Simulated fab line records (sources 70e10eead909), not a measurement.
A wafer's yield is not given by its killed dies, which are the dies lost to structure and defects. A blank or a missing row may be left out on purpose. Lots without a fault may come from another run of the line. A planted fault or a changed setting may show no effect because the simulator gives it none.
Which tool did it?	flow nand-harc	33 wafers from 11 lots sampled at 3 of the route's 1302 steps

WHAT THE GAUGES SHOWED, per wafer
NHARC_P_CONTACT_CD_MEAS_12: the cd target is 90 nm.
lot	measured	on	cd-nm (nm)
L975	day 6 12:46	cd-sem-01	89.4 89.1 89.4
L978	day 8 07:20	cd-sem-02	91.0 89.7 90.9
L979	day 8 08:10	cd-sem-02	90.5 90.7 90.0
L980	day 8 21:07	cd-sem-03	90.0 90.7 91.5
L981	day 9 03:07	cd-sem-01	90.1 89.1 90.1
L984	day 10 11:07	cd-sem-01	91.8 91.6 91.7
L985	day 10 15:03	cd-sem-02	90.6 90.1 89.5
L991	day 13 06:58	cd-sem-02	82.7 82.9 83.7
L992	day 13 21:37	cd-sem-02	84.5 84.1 83.0
L995	day 14 22:32	cd-sem-01	90.1 90.0 90.0
L996	day 15 14:51	cd-sem-02	91.2 90.8 90.2

WHICH TOOL RAN EACH LOT (tool, then ch and the chambers of the sampled wafers, then the start)
lot	NHARC_P_GATE_RTA_80	NHARC_P_CONTACT_PEB_10
L975	rtp-anneal-01 ch 0, day 6 10:35	litho-track-01 ch 0, day 6 12:41
L978	rtp-anneal-02 ch 0, day 8 05:05	litho-track-06 ch 0, day 8 07:15
L979	rtp-anneal-01 ch 0, day 8 05:54	litho-track-04 ch 0, day 8 08:05
L980	rtp-anneal-02 ch 0, day 8 18:35	litho-track-04 ch 0, day 8 21:02
L981	rtp-anneal-01 ch 0, day 9 00:52	litho-track-06 ch 0, day 9 03:02
L984	rtp-anneal-01 ch 0, day 10 08:49	litho-track-04 ch 0, day 10 11:02
L985	rtp-anneal-02 ch 0, day 10 12:54	litho-track-01 ch 0, day 10 14:59
L991	rtp-anneal-02 ch 0, day 13 04:35	litho-track-01 ch 0, day 13 06:53
L992	rtp-anneal-02 ch 0, day 13 19:25	litho-track-01 ch 0, day 13 21:32
L995	rtp-anneal-01 ch 0, day 14 20:23	litho-track-06 ch 0, day 14 22:27
L996	rtp-anneal-02 ch 0, day 15 12:23	litho-track-04 ch 0, day 15 14:46
- NHARC_P_GATE_RTA_80: time 30 s.
- NHARC_P_CONTACT_PEB_10: peb time 65 s.

THE ANSWER, worked out from the rows above alone
Rule: what is usual is taken from the lots themselves. The widest of any qualifying gaps counts: lots, ordered by their means at a reading, are off when they make up no more than a third of the lots, leave a main group of 4 or more, and stand apart from it by 3 or more times the standard deviation of that group's means. Not used: any main group whose means are identical at the precision the tables above print for the reading. Also off: a lot with no number at a reading for which 4 or more lots have one. Where the step has rows for the other lots, those lots are counted as sound.
Off at NHARC_P_CONTACT_CD_MEAS_12 (cd-nm): L991, L992. For the main group the mean is 90.4 nm and the standard deviation 0.65.
A tool fits if, at a process step before that reading, it ran every lot that is off, and no sound lot after the first of them. Gauges at NHARC_P_CONTACT_CD_MEAS_12: tried the same way as those tools. One candidate fits, namely litho-track-01 at NHARC_P_CONTACT_PEB_10. Its last sound lot is L985 (day 10 14:59), its first lot that is off L991 (day 13 06:53): a fault that began between those two fits.

WHAT THE SIMULATOR PUT IN
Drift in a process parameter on litho-track-01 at NHARC_P_CONTACT_PEB_10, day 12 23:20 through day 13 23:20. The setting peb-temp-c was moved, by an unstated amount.
Struck lots among those shown: L991, L992. Same finding as the rule above.
